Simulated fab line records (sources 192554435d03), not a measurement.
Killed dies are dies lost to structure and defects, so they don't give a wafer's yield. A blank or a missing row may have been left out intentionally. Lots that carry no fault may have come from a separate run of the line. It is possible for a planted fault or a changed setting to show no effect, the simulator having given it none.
Matching of chambers ; flow n5Finfet ; 4 sister chambers for N5_BEOL_M14_ETCH_68 on rieDiel-02
The step etches SOC in N2/H2, time 450 s. 14 wafers are shown with their chamber, then 7 later ones without.

== WAFERS WITH THEIR CHAMBER ==
wafer;chamber;drypumpMotorCurrentA (A);showerheadPlenumPTorr (Torr);throttleValvePct (%)
L077.1;0;5.1;2.49;17.8
L077.2;1;5.5;2.46;17.2
L077.4;3;5.9;2.51;18.1
L079.1;2;6.2;2.45;17.8
L079.3;1;5.5;2.46;17.2
L079.6;1;5.5;2.46;17.2
L087.1;1;5.5;2.45;17.3
L087.5;3;5.9;2.50;17.8
L087.6;0;5.0;2.48;17.8
L089.1;3;6.0;2.50;17.8
L089.4;1;5.5;2.45;17.3
L089.5;1;5.5;2.45;17.3
L092.1;1;5.5;2.45;17.3
L092.2;3;6.0;2.50;17.8

SIGNATURES, as means of the wafers listed above
reading;chamber 0;chamber 1;chamber 2;chamber 3;scatter within a chamber
drypumpMotorCurrentA;5.050;5.500;6.200;5.950;0.0387
showerheadPlenumPTorr;2.4850;2.4543;2.4500;2.5025;0.00544
throttleValvePct;17.800;17.257;17.800;17.875;0.092
Rule: distance of a wafer from a chamber = root of the sum over the readings of ((wafer's reading minus chamber's mean) / reading's scatter) squared. If the next closest chamber is less than 2 further off than the closest, the wafer can't be placed; otherwise it belongs to the closest. The scatter: the root of (the sum of the squares of (reading less its chamber's mean) over the shown wafers, divided by (wafers less chambers)).

== WAFERS WITHOUT THEIR CHAMBER ==
wafer;drypumpMotorCurrentA (A);showerheadPlenumPTorr (Torr);throttleValvePct (%)
L092.3;5.1;2.47;17.9
L094.1;6.2;2.44;17.9
L094.5;5.1;2.47;17.9
L094.6;5.5;2.45;17.3
L096.2;5.1;2.47;17.9
L096.4;5.5;2.44;17.3
L096.6;6.2;2.44;17.9

== EACH ONE'S CHAMBER ==
wafer;from the rows above;in truth
L092.3;0;0
L094.1;2;2
L094.5;0;0
L094.6;1;1
L096.2;0;0
L096.4;1;1
L096.6;2;2
Correctly placed: 7 of 7. Not placeable from these rows: 0. Placed wrongly: 0.
